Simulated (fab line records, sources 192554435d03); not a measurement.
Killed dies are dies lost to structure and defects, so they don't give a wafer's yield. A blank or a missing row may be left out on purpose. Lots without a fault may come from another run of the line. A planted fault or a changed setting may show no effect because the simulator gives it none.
Problem report in the 8D (eight disciplines) form, filled by code | flow n5_finfet | the parts of the form that need people (team, actions taken, sign-off) are left out

1. THE PROBLEM
etch_rf_on_time_s at N5_BEOL_M11_ETCH_61 reads a mean of 73.6 s on 4 wafers of 3 lots; wafers without a fault read 64.8 s with a standard deviation of 1.8. That is +4.9 standard deviations from the usual mean.
The step: etches SiARC in CF4, target depth 39 nm, time 65 s.
First seen on wafer L469.5, day 13 23:22, on rie_diel-06. The record holds 32 wafers of 12 lots with a number at this step. Rule for "out", or "out of limits": more than 4 standard deviations from the usual mean. The other wafers with a number count as sound.

2. WHAT IT IS AND WHAT IT IS NOT
question                    | is                             | is not
which readings at this step | etch_rf_on_time_s              | bias_w, cf4_flow_sccm, chamber_pressure_mTorr, drypump_motor_current_A, oes_product_au, rf_vpp_V, showerhead_plenum_p_Torr, throttle_valve_pct
which lots                  | L468, L469, L472               | L459, L460, L461, L462, L463, L466, L478, L480, L482
which wafers of those lots  | L468.3, L468.5, L469.5, L472.3 | L472.1
read on which tools         | rie_diel-06                    | rie_diel-02, rie_diel-03
when                        | from day 13 23:22              | up to then (18 sound wafers); but 10 sound wafers of L472, L478, L480, L482 came after

3. SUSPECTS, AND WHAT RULES EACH OUT
Counting: a tool at a process step up to the reading stays a suspect if it ran every lot that is out. Sound lots after the first of them don't rule it out here, since some wafers of a struck lot are sound.
- rie_diel-06 at N5_BEOL_M11_ETCH_61 (etches SiARC in CF4, target depth 39 nm, time 65 s): kept. It ran every lot that is out, first L469 (day 13 23:22); its last sound lot up to then is L463 (day 12 05:12). Its own readings are out on those wafers: etch_rf_on_time_s.
- Within rie_diel-06 at N5_BEOL_M11_ETCH_61: the wafers that are out ran in chambers 2, 3; their sound lot-mates ran in chamber 0.
Left after counting: rie_diel-06 at N5_BEOL_M11_ETCH_61.

4. THE CAUSE (what the simulator had put in)
Process parameter drift: rie_diel-06, from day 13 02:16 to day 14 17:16, at N5_BEOL_M11_ETCH_61. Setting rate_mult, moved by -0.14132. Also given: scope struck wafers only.
Counting left only this tool.

5. THE CHAIN OF EFFECTS, in route order
Each row: a reading whose mean over the struck wafers that have a number lies more than 3 standard deviations from the usual. Only readings for which the record gives a usual standard deviation are gone through. hours: the time from each lot's start at the first step in this table that gives one to its start at this step, as a median over the lots. sigmas: the change in usual standard deviations.
hours | step                | reading           | usual  | on struck wafers | change | sigmas
0     | N5_BEOL_M11_ETCH_61 | etch_rf_on_time_s | 64.8 s | 73.6             | +8.8   | +4.9
The process steps in it:
- N5_BEOL_M11_ETCH_61: etches SiARC in CF4, target depth 39 nm, time 65 s.

6. WHAT WOULD HAVE CAUGHT IT SOONER
In this record the first reading out of limits was taken at day 13 23:22, 21 hours after the fault began at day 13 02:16.
